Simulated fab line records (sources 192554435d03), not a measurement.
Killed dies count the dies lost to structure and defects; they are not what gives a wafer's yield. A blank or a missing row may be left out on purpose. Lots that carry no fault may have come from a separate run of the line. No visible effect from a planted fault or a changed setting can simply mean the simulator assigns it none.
Matching of chambers ; flow n5 finfet ; rie diel-04 running N5_FIN_CUT_CUT_ETCH_26: 4 sister chambers
The step etches SiNx in CH3F/O2, target depth 39 nm, time 55.7 s. 4 wafers are shown with their chamber, then 8 later ones without.

== EACH WAFER AND ITS CHAMBER ==
wafer;chamber;showerhead plenum p Torr (Torr)
L077.5;0;1.91
L088.3;3;2.09
L088.5;1;2.09
L091.1;2;2.00

== WAFERS MISSING THEIR CHAMBER ==
wafer;showerhead plenum p Torr (Torr)
L091.3;2.08
L091.6;2.09
L094.2;2.00
L094.5;2.00
L094.6;2.09
L096.4;2.09
L096.5;1.90
L096.6;2.08

== WHICH CHAMBER EACH WENT THROUGH ==
wafer;from the rows above;in truth
L091.3;can't be placed: 1 or 3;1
L091.6;can't be placed: 1 or 3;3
L094.2;2;2
L094.5;2;2
L094.6;can't be placed: 1 or 3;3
L096.4;can't be placed: 1 or 3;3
L096.5;0;0
L096.6;can't be placed: 1 or 3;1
Correctly placed: 3 of 8. Unplaceable from these rows: 5, with the true chamber sitting among the candidates in 5. 0 placed wrongly.
How it was worked out, from the rows above alone: a wafer's distance from a chamber is the root of the sum, over the readings, of the square of ((its reading less the chamber's mean) divided by the reading's scatter). The wafer belongs to the nearest chamber; if the next one is less than 2 further off, it can't be placed. For every chamber, the mean is computed from those of its wafers that are shown. The scatter: root of mean squared gap, hidden wafer to nearest shown wafer, with one shown wafer a chamber.
